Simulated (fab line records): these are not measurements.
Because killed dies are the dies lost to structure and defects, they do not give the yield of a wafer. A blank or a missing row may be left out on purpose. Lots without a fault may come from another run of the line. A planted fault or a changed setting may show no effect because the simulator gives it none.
fab line records	flow n5-finfet
[record] lots = 24	wafers = 72	last-day = 19
route steps=1938 shown BEOL_M1@808 BEOL_M2@884
lots with no fault: from the same line, run without faults
start-h: hours from the record's opening day to when the first of the lot's shown wafers began	wait-h: hours from the lot's prior step to this one	" same as the row above	L1.1+2: several wafers, shown together as one row	- value missing, or start not given	* or withheld: withheld	< > ~ a bound
route shown NAME@n: names a module that has steps shown in the file, with the first one's number in the route	usual: mean/standard deviation taken from wafers without a fault	same: alike in all rows	chamber/n: place in a boat	sites: each site's reading	_std_site: how widely they spread, as a standard deviation	_edge_site: outer sites' mean less inner sites'	radius-mm: how far each site lies from the wafer's centre	mask NAME#n: copy n	behind: tool/chamber where the wafer was last shaped	hold: reason for holding the lot/hours on hold/outcome of the hold	device: the transistor (n, p or np) that didn't switch	end of line: the route-end tests of the same wafers	for a step that has no rows: nothing shown but its recipe	killed: dies lost to structure and defects at the first sort, not the wafer's yield	map: a wafer's dies, marking killed ones x, the rest . and places with no die _
set.NAME: setting as actually run; set.NAME@STEP: the setting as run at that earlier step	model.NAME: the simulator's own value behind a step, which no gauge read
route steps across a sampled set of lots; one table per step, one row per wafer
services: the hour from which a tool's chamber was out of use, counted from the record's first day as start-h (under 0 if before that day), plus the number of hours and why
[[steps]]
[step N5_BEOL_M1_CD_MEAS_35]
[recipe] target-cd-nm = 18	target-cd-y-nm = 21	polarity = opening
[usual] cd-nm = 18.1/0.37
lot.wafer	tool	chamber	start-h	wait-h	cd-nm
L075.1	cd-sem-02	-	144.92	0.0	18.1
L075.2	"	-	"	"	18.5
L075.6	"	-	"	"	18.1
L074.1	cd-sem-02	-	145.16	0.0	18.4
L074.4	"	-	"	"	19.2
L074.6	"	-	"	"	18.4
L076.3	cd-sem-03	-	145.86	0.0	18.3
L076.4	"	-	"	"	18.5
L076.6	"	-	"	"	17.9
L078.2	cd-sem-02	-	150.43	0.0	18.8
L078.3	"	-	"	"	18.2
L078.6	"	-	"	"	18.4
L077.4	cd-sem-01	-	150.67	0.0	18.5
L077.5	"	-	"	"	18.4
L077.6	"	-	"	"	17.9
L080.2	cd-sem-02	-	165.70	0.0	18.4
L080.4	"	-	"	"	18.1
L080.5	"	-	"	"	18.3
L079.1	cd-sem-01	-	168.86	0.0	18.5
L079.4	"	-	"	"	17.8
L079.6	"	-	"	"	18.3
L081.1	cd-sem-02	-	188.66	0.0	18.3
L081.2	"	-	"	"	18.0
L081.6	"	-	"	"	18.0
L082.1	cd-sem-02	-	189.60	0.0	17.6
L082.3	"	-	"	"	18.4
L082.4	"	-	"	"	18.1
L083.2	cd-sem-01	-	196.46	0.0	18.2
L083.3	"	-	"	"	17.7
L083.6	"	-	"	"	18.1
L084.1	cd-sem-03	-	209.79	0.0	18.3
L084.3	"	-	"	"	18.3
L084.4	"	-	"	"	18.6
L085.1	cd-sem-01	-	216.89	0.0	17.9
L085.4	"	-	"	"	17.7
L085.6	"	-	"	"	18.1
L087.1	cd-sem-03	-	226.39	0.0	17.8
L087.2	"	-	"	"	17.5
L087.5	"	-	"	"	17.9
L086.2	cd-sem-02	-	229.57	0.0	17.9
L086.4	"	-	"	"	17.6
L086.5	"	-	"	"	17.8
L089.2	cd-sem-02	-	232.78	0.0	18.1
L089.3	"	-	"	"	17.7
L089.5	"	-	"	"	18.6
L090.2	cd-sem-03	-	232.82	0.0	19.1
L090.4	"	-	"	"	18.2
L090.6	"	-	"	"	18.2
L088.2	cd-sem-02	-	232.86	0.0	18.6
L088.3	"	-	"	"	18.2
L088.6	"	-	"	"	18.6
L092.1	cd-sem-03	-	238.54	0.0	18.3
L092.2	"	-	"	"	17.9
L092.4	"	-	"	"	18.9
L091.2	cd-sem-02	-	243.52	0.0	17.7
L091.5	"	-	"	"	17.8
L091.6	"	-	"	"	17.9
L093.2	cd-sem-02	-	246.45	0.0	18.4
L093.4	"	-	"	"	17.9
L093.6	"	-	"	"	18.6
L094.1	cd-sem-03	-	246.49	0.0	17.5
L094.3	"	-	"	"	18.2
L094.4	"	-	"	"	18.4
L095.2	cd-sem-01	-	255.91	0.0	18.2
L095.5	"	-	"	"	17.5
L095.6	"	-	"	"	18.1
L096.2	cd-sem-01	-	272.42	0.0	18.0
L096.5	"	-	"	"	18.3
L096.6	"	-	"	"	18.0
L097.1	cd-sem-02	-	275.70	0.0	18.1
L097.5	"	-	"	"	18.0
L097.6	"	-	"	"	18.4
[step N5_BEOL_M1_SPUTTER_94]
[recipe] material = Cu	target-thk-a = 45	temp-c = -20	chamber-pressure-pa = 0.07	power-w = withheld	time-s = 8.29
[usual] throttle-valve-pct = 30.2/0.7
lot.wafer	tool	chamber	start-h	wait-h	throttle-valve-pct
L075.1	pvd-sputter-01	-	147.50	0.1	29.5
L075.2	"	-	"	"	31.0
L075.6	"	-	"	"	30.8
L074.1	pvd-sputter-02	-	147.58	0.1	30.9
L074.4	"	-	"	"	29.1
L074.6	"	-	"	"	30.9
L076.3	pvd-sputter-02	-	149.58	0.1	29.0
L076.4	"	-	"	"	30.9
L076.6	"	-	"	"	30.8
L078.2	pvd-sputter-03	-	152.97	0.1	29.4
L078.3	"	-	"	"	29.7
L078.6	"	-	"	"	29.3
L077.4	pvd-sputter-03	-	154.81	0.1	29.8
L077.5	"	-	"	"	29.3
L077.6	"	-	"	"	29.6
L080.2	pvd-sputter-02	-	167.93	0.1	31.3
L080.4	"	-	"	"	29.2
L080.5	"	-	"	"	29.4
L079.1	pvd-sputter-03	-	171.13	0.1	29.6
L079.4	"	-	"	"	31.0
L079.6	"	-	"	"	29.5
L081.1	pvd-sputter-02	-	191.00	0.1	30.4
L081.2	"	-	"	"	30.8
L081.6	"	-	"	"	30.3
L082.1	pvd-sputter-02	-	193.16	0.1	30.6
L082.3	"	-	"	"	28.9
L082.4	"	-	"	"	31.0
L083.2	pvd-sputter-02	-	198.59	0.1	30.3
L083.3	"	-	"	"	29.2
L083.6	"	-	"	"	30.2
L084.1	pvd-sputter-03	-	212.04	0.1	30.9
L084.3	"	-	"	"	30.1
L084.4	"	-	"	"	29.7
L085.1	pvd-sputter-03	-	219.22	0.1	30.7
L085.4	"	-	"	"	30.2
L085.6	"	-	"	"	31.4
L087.1	pvd-sputter-02	-	228.63	0.1	30.8
L087.2	"	-	"	"	29.3
L087.5	"	-	"	"	29.2
L086.2	pvd-sputter-02	-	231.70	0.1	30.5
L086.4	"	-	"	"	31.4
L086.5	"	-	"	"	30.5
L089.2	pvd-sputter-02	-	234.91	0.1	30.3
L089.3	"	-	"	"	29.1
L089.5	"	-	"	"	30.4
L090.2	pvd-sputter-03	-	235.00	0.1	30.0
L090.4	"	-	"	"	29.4
L090.6	"	-	"	"	29.5
L088.2	pvd-sputter-02	-	236.75	0.1	30.3
L088.3	"	-	"	"	29.3
L088.6	"	-	"	"	30.8
L092.1	pvd-sputter-03	-	240.81	0.1	31.2
L092.2	"	-	"	"	29.8
L092.4	"	-	"	"	30.0
L091.2	pvd-sputter-03	-	245.65	0.1	31.0
L091.5	"	-	"	"	30.1
L091.6	"	-	"	"	29.7
L093.2	pvd-sputter-02	-	248.60	0.1	28.9
L093.4	"	-	"	"	30.5
L093.6	"	-	"	"	30.6
L094.1	pvd-sputter-03	-	248.78	0.1	30.1
L094.3	"	-	"	"	29.9
L094.4	"	-	"	"	31.3
L095.2	pvd-sputter-03	-	258.07	0.1	30.1
L095.5	"	-	"	"	29.8
L095.6	"	-	"	"	30.2
L096.2	pvd-sputter-02	-	276.43	0.1	31.2
L096.5	"	-	"	"	31.3
L096.6	"	-	"	"	29.2
L097.1	pvd-sputter-02	-	278.63	0.1	31.3
L097.5	"	-	"	"	31.0
L097.6	"	-	"	"	30.7
[step N5_BEOL_M1_ANNEAL_51]
[recipe] temp-c = 225	time-s = 90	ambient = N2
[usual] wafer_temp_C_max = 226.06/0.3
lot.wafer	tool	chamber	start-h	wait-h	wafer_temp_C_max
L075.1	rtp-anneal-01	0	147.91	0.1	225.97
L075.2	"	0	"	"	226.12
L075.6	"	0	"	"	225.80
L074.1	rtp-anneal-02	0	147.99	0.1	226.16
L074.4	"	0	"	"	225.83
L074.6	"	0	"	"	225.94
L076.3	rtp-anneal-02	0	150.08	0.1	225.81
L076.4	"	0	"	"	225.78
L076.6	"	0	"	"	225.57
L078.2	rtp-anneal-01	0	153.43	0.1	226.46
L078.3	"	0	"	"	226.12
L078.6	"	0	"	"	225.96
L077.4	rtp-anneal-01	0	155.36	0.2	226.24
L077.5	"	0	"	"	226.33
L077.6	"	0	"	"	226.01
L080.2	rtp-anneal-01	0	168.81	0.5	226.36
L080.4	"	0	"	"	226.25
L080.5	"	0	"	"	226.51
L079.1	rtp-anneal-02	0	171.54	0.1	225.72
L079.4	"	0	"	"	225.83
L079.6	"	0	"	"	225.85
L081.1	rtp-anneal-02	0	191.42	0.1	225.69
L081.2	"	0	"	"	225.98
L081.6	"	0	"	"	226.00
L082.1	rtp-anneal-01	0	193.58	0.1	226.33
L082.3	"	0	"	"	226.53
L082.4	"	0	"	"	226.56
L083.2	rtp-anneal-02	0	199.05	0.1	225.52
L083.3	"	0	"	"	225.98
L083.6	"	0	"	"	225.72
L084.1	rtp-anneal-01	0	212.54	0.2	225.83
L084.3	"	0	"	"	226.14
L084.4	"	0	"	"	226.10
L085.1	rtp-anneal-01	0	219.64	0.1	225.99
L085.4	"	0	"	"	226.08
L085.6	"	0	"	"	226.39
L087.1	rtp-anneal-02	0	229.05	0.1	226.30
L087.2	"	0	"	"	225.91
L087.5	"	0	"	"	225.86
L086.2	rtp-anneal-02	0	232.17	0.1	226.18
L086.4	"	0	"	"	225.98
L086.5	"	0	"	"	225.77
L089.2	rtp-anneal-02	0	235.37	0.1	225.88
L089.3	"	0	"	"	226.08
L089.5	"	0	"	"	225.83
L090.2	rtp-anneal-01	0	235.46	0.1	226.40
L090.4	"	0	"	"	226.97
L090.6	"	0	"	"	225.83
L088.2	rtp-anneal-01	0	237.21	0.1	225.94
L088.3	"	0	"	"	226.13
L088.6	"	0	"	"	225.95
L092.1	rtp-anneal-01	0	241.22	0.1	225.98
L092.2	"	0	"	"	226.54
L092.4	"	0	"	"	226.50
L091.2	rtp-anneal-02	0	246.11	0.1	225.78
L091.5	"	0	"	"	225.86
L091.6	"	0	"	"	225.60
L093.2	rtp-anneal-02	0	249.06	0.1	225.95
L093.4	"	0	"	"	225.76
L093.6	"	0	"	"	225.88
L094.1	rtp-anneal-01	0	249.20	0.1	225.93
L094.3	"	0	"	"	226.43
L094.4	"	0	"	"	225.90
L095.2	rtp-anneal-02	0	258.53	0.1	225.56
L095.5	"	0	"	"	225.82
L095.6	"	0	"	"	225.89
L096.2	rtp-anneal-01	0	276.89	0.1	226.50
L096.5	"	0	"	"	226.32
L096.6	"	0	"	"	226.03
L097.1	rtp-anneal-01	0	279.05	0.1	226.60
L097.5	"	0	"	"	226.48
L097.6	"	0	"	"	226.99
[step N5_BEOL_M2_ETCH_70]
[recipe] chemistry = N2/H2	target = SOC	target-depth-a = 800	overetch-a = 240	mask-material = SiARC	temp-c = 40	time-s = 130	ion-energy-ev = 200	pressure-mtorr = 30	source-w = 840	bias-w = 150	n2-flow-sccm = 200	h2-flow-sccm = 200
[usual] drypump-motor-current-A = 5.9/0.47	oes-product-au = 0.60/0.054	rf-vpp-V = 523.4/2.7	showerhead-plenum-p-Torr = 2.53/0.09	throttle-valve-pct = 17.74/0.24
lot.wafer	tool	chamber	start-h	wait-h	drypump-motor-current-A	oes-product-au	rf-hours-counter-h	rf-vpp-V	showerhead-plenum-p-Torr	throttle-valve-pct
L075.1	rie-diel-05	0	154.45	0.0	5.3	0.64	49	525.0	2.58	17.65
L075.2	"	2	"	"	5.6	0.56	184	527.4	2.64	17.95
L075.6	"	2	"	"	5.6	0.55	-	525.3	2.64	17.94
L074.1	rie-diel-03	1	154.68	0.0	6.5	0.64	35	525.9	2.59	17.54
L074.4	"	2	"	"	6.7	0.62	51	525.9	2.58	17.83
L074.6	"	2	"	"	6.7	0.62	-	525.0	2.58	17.83
L076.3	rie-diel-01	1	157.93	0.0	6.4	0.62	43	522.3	2.50	17.54
L076.4	"	0	"	"	6.2	0.57	137	521.5	2.43	17.79
L076.6	"	1	"	"	6.4	0.62	-	522.7	2.50	17.57
L078.2	rie-diel-05	1	157.93	0.0	6.2	0.70	11	523.6	2.48	17.50
L078.3	"	2	"	"	5.6	0.56	185	526.7	2.64	17.95
L078.6	"	2	"	"	5.6	0.55	-	525.3	2.64	17.97
L077.4	rie-diel-05	0	162.47	0.0	5.3	0.63	-	524.4	2.58	17.64
L077.5	"	2	"	"	5.6	0.55	-	526.4	2.64	17.96
L077.6	"	1	"	"	6.2	0.69	-	522.4	2.48	17.51
L079.1	rie-diel-05	3	177.59	0.0	5.5	0.70	4	522.0	2.48	17.29
L079.4	"	2	"	"	5.6	0.55	193	527.2	2.64	17.98
L079.6	"	2	"	"	5.7	0.55	-	526.9	2.64	17.98
L080.2	rie-diel-01	1	177.59	0.0	6.5	0.61	50	522.1	2.50	17.57
L080.4	"	3	"	"	5.1	0.56	163	518.8	2.32	17.47
L080.5	"	2	"	"	5.4	0.53	-	527.2	2.62	17.90
L081.1	rie-diel-05	2	196.19	0.0	5.6	0.55	199	526.8	2.64	17.98
L081.2	"	3	"	"	5.6	0.68	10	521.4	2.48	17.31
L081.6	"	3	"	"	5.5	0.68	-	522.6	2.48	17.29
L082.1	rie-diel-01	0	213.33	0.0	6.2	0.56	154	521.2	2.43	17.81
L082.3	"	3	"	"	5.1	0.55	174	517.5	2.31	17.50
L082.4	"	2	"	"	5.4	0.53	215	526.2	2.62	17.92
L083.2	rie-diel-03	3	213.42	0.0	5.6	0.51	246	526.9	2.61	18.39
L083.3	"	0	"	"	6.0	0.60	82	521.5	2.47	18.00
L083.6	"	3	"	"	5.6	0.50	-	526.7	2.61	18.40
L084.1	rie-diel-03	2	238.18	0.0	6.7	0.60	76	524.1	2.57	17.88
L084.3	"	1	"	"	6.5	0.62	61	525.5	2.58	17.60
L084.4	"	1	"	"	6.5	0.62	-	525.8	2.58	17.60
L085.1	rie-diel-05	3	258.53	0.0	5.6	0.65	27	522.9	2.47	17.34
L085.4	"	1	"	"	6.2	0.65	40	520.4	2.47	17.56
L085.6	"	1	"	"	6.2	0.65	-	521.6	2.47	17.55
L087.1	rie-diel-03	0	262.16	0.0	6.0	0.59	97	520.8	2.46	18.03
L087.2	"	1	"	"	6.5	0.61	68	523.9	2.58	17.61
L087.5	"	1	"	"	6.5	0.61	-	524.5	2.58	17.62
L086.2	rie-diel-05	0	262.44	0.0	5.4	0.60	79	524.3	2.57	17.69
L086.4	"	3	"	"	5.6	0.65	28	522.0	2.47	17.33
L086.5	"	3	"	"	5.6	0.66	-	521.8	2.47	17.34
L089.2	rie-diel-05	0	265.85	0.0	5.4	0.60	79	524.8	2.57	17.71
L089.3	"	2	"	"	5.6	0.54	216	526.9	2.63	18.02
L089.5	"	3	"	"	5.6	0.66	-	523.1	2.47	17.35
L090.2	rie-diel-01	0	268.80	0.0	6.2	0.56	171	521.0	2.42	17.87
L090.4	"	2	"	"	5.4	0.51	231	526.1	2.61	17.97
L090.6	"	0	"	"	6.2	0.55	-	521.6	2.42	17.86
L088.2	rie-diel-05	0	271.75	0.0	5.4	0.60	81	524.4	2.57	17.71
L088.3	"	2	"	"	5.7	0.53	218	525.6	2.63	18.01
L088.6	"	2	"	"	5.6	0.53	-	525.0	2.63	18.01
L091.2	rie-diel-03	2	275.15	0.0	6.7	0.59	86	525.9	2.57	17.86
L091.5	"	2	"	"	6.7	0.59	-	525.0	2.57	17.90
L091.6	"	3	"	"	5.6	0.71	-	526.1	2.61	17.93
L092.1	rie-diel-01	2	276.79	0.0	5.4	0.51	233	525.4	2.61	17.96
L092.2	"	1	"	"	6.4	0.58	80	521.1	2.48	17.62
L092.4	"	0	"	"	6.2	0.56	174	521.3	2.42	17.84
L093.2	rie-diel-05	2	280.51	0.0	5.6	0.53	219	525.5	2.63	18.02
L093.4	"	1	"	"	6.2	0.65	44	521.8	2.47	17.56
L093.6	"	2	"	"	5.6	0.54	-	525.4	2.63	18.01
L094.1	rie-diel-01	1	283.83	0.0	6.4	0.58	82	521.1	2.48	17.60
L094.3	"	3	"	"	5.1	0.54	196	517.1	2.30	17.53
L094.4	"	0	"	"	6.2	0.56	175	521.3	2.42	17.86
L095.2	rie-diel-05	1	283.86	0.0	6.2	0.64	45	521.1	2.47	17.56
L095.5	"	1	"	"	6.2	0.65	-	522.1	2.47	17.56
L095.6	"	2	"	"	5.6	0.53	-	525.1	2.63	18.02
L096.2	rie-diel-01	2	287.80	0.0	5.4	0.51	237	525.6	2.61	17.97
L096.5	"	1	"	"	6.5	0.57	-	521.7	2.48	17.62
L096.6	"	0	"	"	6.2	0.55	-	520.9	2.42	17.87
L097.1	rie-diel-03	1	290.91	0.0	6.5	0.61	74	525.4	2.57	17.61
L097.5	"	0	"	"	6.0	0.58	-	521.2	2.46	18.04
L097.6	"	3	"	"	5.6	0.68	-	524.1	2.61	17.95
[step N5_BEOL_M2_TRENCH_ETCH_37]
[recipe] chemistry = C4F6/O2	target-depth-a = 555.55	target = SiOC	time-s = 29.2	ion-energy-ev = 250	pressure-mtorr = 30	source-w = 355	bias-w = 185	Ar_flow_sccm = 300	C4F6_flow_sccm = 10	O2_flow_sccm = 10
[usual] drypump-motor-current-A = 5.9/0.47	oes_o_777_au = 0.82/0.076	oes-product-au = 0.81/0.074	rf-vpp-V = 660/11	showerhead-plenum-p-Torr = 2.84/0.096	throttle-valve-pct = 20.83/0.21
lot.wafer	tool	chamber	start-h	wait-h	drypump-motor-current-A	oes_o_777_au	oes-product-au	rf-hours-counter-h	rf-vpp-V	showerhead-plenum-p-Torr	throttle-valve-pct
L075.1	rie-diel-05	0	-	-	5.3	0.83	0.86	49	651	2.92	20.90
L075.2	"	2	"	"	5.6	0.79	0.76	184	664	2.94	20.89
L075.6	"	2	"	"	5.6	0.79	0.76	-	668	2.94	20.89
L074.1	rie-diel-03	1	-	-	6.5	0.91	0.87	35	651	2.90	20.59
L074.4	"	2	"	"	6.7	0.87	0.86	51	646	2.91	21.07
L074.6	"	2	"	"	6.7	0.86	0.85	-	644	2.91	21.08
L076.3	rie-diel-01	1	-	-	6.5	0.87	0.85	43	649	2.78	20.45
L076.4	"	0	"	"	6.2	0.77	0.76	137	643	2.74	20.95
L076.6	"	1	"	"	6.5	0.86	0.85	-	648	2.78	20.46
L078.2	rie-diel-05	1	-	-	6.2	0.93	0.94	12	662	2.80	20.67
L078.3	"	2	"	"	5.6	0.80	0.76	185	667	2.94	20.90
L078.6	"	2	"	"	5.6	0.80	0.76	-	665	2.94	20.90
L077.4	rie-diel-05	0	-	-	5.3	0.83	0.84	-	652	2.92	20.90
L077.5	"	2	"	"	5.6	0.79	0.76	-	665	2.94	20.91
L077.6	"	1	"	"	6.1	0.93	0.94	-	663	2.80	20.66
L079.1	rie-diel-05	3	-	-	5.6	0.99	0.95	4	662	2.81	20.53
L079.4	"	2	"	"	5.6	0.79	0.76	193	666	2.93	20.91
L079.6	"	2	"	"	5.6	0.79	0.76	-	666	2.93	20.93
L080.2	rie-diel-01	1	-	-	6.5	0.85	0.84	50	647	2.78	20.46
L080.4	"	3	"	"	5.1	0.77	0.74	163	660	2.61	20.57
L080.5	"	2	"	"	5.4	0.69	0.71	-	682	2.94	20.97
L081.1	rie-diel-05	2	-	-	5.6	0.78	0.75	199	668	2.93	20.93
L081.2	"	3	"	"	5.5	0.97	0.93	10	660	2.81	20.55
L081.6	"	3	"	"	5.5	0.96	0.92	-	663	2.81	20.55
L082.1	rie-diel-01	0	-	-	6.2	0.75	0.76	154	645	2.73	20.95
L082.3	"	3	"	"	5.1	0.77	0.74	174	658	2.60	20.59
L082.4	"	2	"	"	5.4	0.69	0.71	215	681	2.93	21.01
L083.2	rie-diel-03	3	-	-	5.6	0.69	0.68	246	682	2.92	21.45
L083.3	"	0	"	"	6.0	0.80	0.82	82	663	2.77	20.95
L083.6	"	3	"	"	5.6	0.69	0.68	-	683	2.92	21.44
L084.1	rie-diel-03	2	-	-	6.7	0.83	0.83	77	644	2.90	21.12
L084.3	"	1	"	"	6.5	0.87	0.83	61	649	2.89	20.65
L084.4	"	1	"	"	6.5	0.87	0.83	-	648	2.88	20.64
L085.1	rie-diel-05	3	-	-	5.6	0.92	0.87	27	660	2.80	20.56
L085.4	"	1	"	"	6.1	0.87	0.88	41	660	2.78	20.72
L085.6	"	1	"	"	6.2	0.87	0.88	-	661	2.78	20.74
L087.1	rie-diel-03	0	-	-	6.0	0.79	0.81	97	664	2.76	20.95
L087.2	"	1	"	"	6.5	0.87	0.82	68	649	2.88	20.65
L087.5	"	1	"	"	6.5	0.86	0.82	-	649	2.88	20.66
L086.2	rie-diel-05	0	-	-	5.3	0.80	0.82	79	651	2.91	20.93
L086.4	"	3	"	"	5.5	0.92	0.89	28	660	2.80	20.57
L086.5	"	3	"	"	5.6	0.92	0.88	-	659	2.80	20.57
L089.2	rie-diel-05	0	-	-	5.4	0.80	0.81	79	650	2.91	20.93
L089.3	"	2	"	"	5.6	0.77	0.74	216	665	2.92	20.94
L089.5	"	3	"	"	5.6	0.92	0.88	-	661	2.80	20.57
L090.2	rie-diel-01	0	-	-	6.2	0.73	0.74	171	644	2.72	20.97
L090.4	"	2	"	"	5.4	0.68	0.69	231	681	2.93	21.03
L090.6	"	0	"	"	6.2	0.74	0.73	-	645	2.72	21.00
L088.2	rie-diel-05	0	-	-	5.4	0.80	0.82	81	650	2.91	20.93
L088.3	"	2	"	"	5.6	0.77	0.74	218	666	2.92	20.95
L088.6	"	2	"	"	5.6	0.77	0.73	-	666	2.92	20.96
L091.2	rie-diel-03	2	-	-	6.7	0.83	0.81	86	645	2.89	21.13
L091.5	"	2	"	"	6.7	0.83	0.81	-	645	2.89	21.13
L091.6	"	3	"	"	5.6	0.95	0.94	-	682	2.92	21.06
L092.1	rie-diel-01	2	-	-	5.4	0.67	0.68	234	679	2.92	21.02
L092.2	"	1	"	"	6.5	0.81	0.80	81	649	2.77	20.52
L092.4	"	0	"	"	6.2	0.73	0.74	174	644	2.72	20.99
L093.2	rie-diel-05	2	-	-	5.6	0.77	0.73	219	665	2.92	20.95
L093.4	"	1	"	"	6.1	0.86	0.88	44	661	2.78	20.74
L093.6	"	2	"	"	5.6	0.76	0.73	-	664	2.92	20.95
L094.1	rie-diel-01	1	-	-	6.4	0.81	0.80	82	649	2.77	20.52
L094.3	"	3	"	"	5.1	0.74	0.73	196	659	2.59	20.63
L094.4	"	0	"	"	6.2	0.73	0.74	175	643	2.72	20.99
L095.2	rie-diel-05	1	-	-	6.2	0.86	0.89	45	662	2.78	20.72
L095.5	"	1	"	"	6.2	0.86	0.88	-	660	2.78	20.74
L095.6	"	2	"	"	5.6	0.76	0.74	-	666	2.92	20.95
L096.2	rie-diel-01	2	-	-	5.4	0.67	0.68	237	680	2.92	21.03
L096.5	"	1	"	"	6.5	0.81	0.80	-	648	2.76	20.54
L096.6	"	0	"	"	6.2	0.73	0.74	-	645	2.72	20.99
L097.1	rie-diel-03	1	-	-	6.5	0.85	0.82	74	649	2.88	20.65
L097.5	"	0	"	"	6.0	0.78	0.79	-	663	2.76	20.96
L097.6	"	3	"	"	5.6	0.95	0.94	-	682	2.92	21.05
[step N5_BEOL_M2_SPUTTER_48]
[recipe] material = Cu	target-thk-a = 45	temp-c = -20	chamber-pressure-pa = 0.07	power-w = withheld	time-s = 8.29
[usual] throttle-valve-pct = 30.2/0.74
lot.wafer	tool	chamber	start-h	wait-h	throttle-valve-pct
L075.1	pvd-sputter-01	-	155.92	0.1	31.0
L075.2	"	-	"	"	31.2
L075.6	"	-	"	"	31.0
L074.1	pvd-sputter-03	-	156.03	0.1	30.1
L074.4	"	-	"	"	29.6
L074.6	"	-	"	"	31.1
L076.3	pvd-sputter-01	-	159.49	0.1	30.9
L076.4	"	-	"	"	31.0
L076.6	"	-	"	"	31.2
L078.2	pvd-sputter-02	-	159.69	0.2	31.1
L078.3	"	-	"	"	29.4
L078.6	"	-	"	"	31.2
L077.4	pvd-sputter-02	-	163.61	0.1	29.1
L077.5	"	-	"	"	30.0
L077.6	"	-	"	"	30.8
L079.1	pvd-sputter-02	-	178.74	0.1	31.1
L079.4	"	-	"	"	30.4
L079.6	"	-	"	"	30.5
L080.2	pvd-sputter-03	-	178.93	0.2	30.0
L080.4	"	-	"	"	30.8
L080.5	"	-	"	"	30.9
L081.1	pvd-sputter-02	-	198.89	1.7	31.0
L081.2	"	-	"	"	29.4
L081.6	"	-	"	"	29.2
L082.1	pvd-sputter-03	-	214.86	0.2	29.6
L082.3	"	-	"	"	30.1
L082.4	"	-	"	"	29.3
L083.2	pvd-sputter-02	-	214.94	0.2	29.1
L083.3	"	-	"	"	30.3
L083.6	"	-	"	"	31.2
L084.1	pvd-sputter-03	-	241.15	1.7	30.2
L084.3	"	-	"	"	29.5
L084.4	"	-	"	"	31.0
L085.1	pvd-sputter-02	-	259.95	0.1	29.1
L085.4	"	-	"	"	30.4
L085.6	"	-	"	"	29.1
L087.1	pvd-sputter-02	-	263.57	0.3	31.0
L087.2	"	-	"	"	30.3
L087.5	"	-	"	"	30.5
L086.2	pvd-sputter-03	-	263.91	0.2	29.6
L086.4	"	-	"	"	29.8
L086.5	"	-	"	"	29.4
L089.2	pvd-sputter-02	-	267.44	0.1	29.4
L089.3	"	-	"	"	31.1
L089.5	"	-	"	"	30.1
L090.2	pvd-sputter-03	-	270.06	0.1	29.9
L090.4	"	-	"	"	30.9
L090.6	"	-	"	"	29.2
L088.2	pvd-sputter-03	-	275.29	1.6	29.6
L088.3	"	-	"	"	29.7
L088.6	"	-	"	"	29.8
L091.2	pvd-sputter-01	-	276.99	0.2	29.4
L091.5	"	-	"	"	29.4
L091.6	"	-	"	"	31.3
L092.1	pvd-sputter-02	-	278.93	0.8	29.1
L092.2	"	-	"	"	30.4
L092.4	"	-	"	"	30.8
L093.2	pvd-sputter-02	-	282.15	0.1	30.6
L093.4	"	-	"	"	30.6
L093.6	"	-	"	"	29.2
L094.1	pvd-sputter-01	-	285.58	0.4	29.5
L094.3	"	-	"	"	29.4
L094.4	"	-	"	"	31.3
L095.2	pvd-sputter-02	-	285.83	0.5	30.0
L095.5	"	-	"	"	30.3
L095.6	"	-	"	"	30.4
L096.2	pvd-sputter-03	-	289.11	0.2	31.0
L096.5	"	-	"	"	30.8
L096.6	"	-	"	"	30.2
L097.1	pvd-sputter-01	-	292.69	0.4	31.4
L097.5	"	-	"	"	31.0
L097.6	"	-	"	"	29.1
[[services]]
tool	chamber	start-h	hours	kind
rie-diel-05	3	134.83	-	clean
rie-diel-05	3	134.83	-	consumable-replace:focus-ring
rie-diel-05	3	134.83	29.9	scheduled-down
rie-diel-05	3	134.83	29.9	vent-cycle
rie-diel-03	2	157.49	2.7	repair
pvd-sputter-03	-	205.12	1.6	repair
rie-diel-03	3	227.88	-	clean
rie-diel-03	3	227.88	-	consumable-replace:focus-ring
rie-diel-03	3	227.88	18.7	scheduled-down
rie-diel-03	3	227.88	18.7	vent-cycle
rie-diel-05	2	229.83	7.1	repair
pvd-sputter-01	-	237.91	1.1	repair
[[key]]
fault none
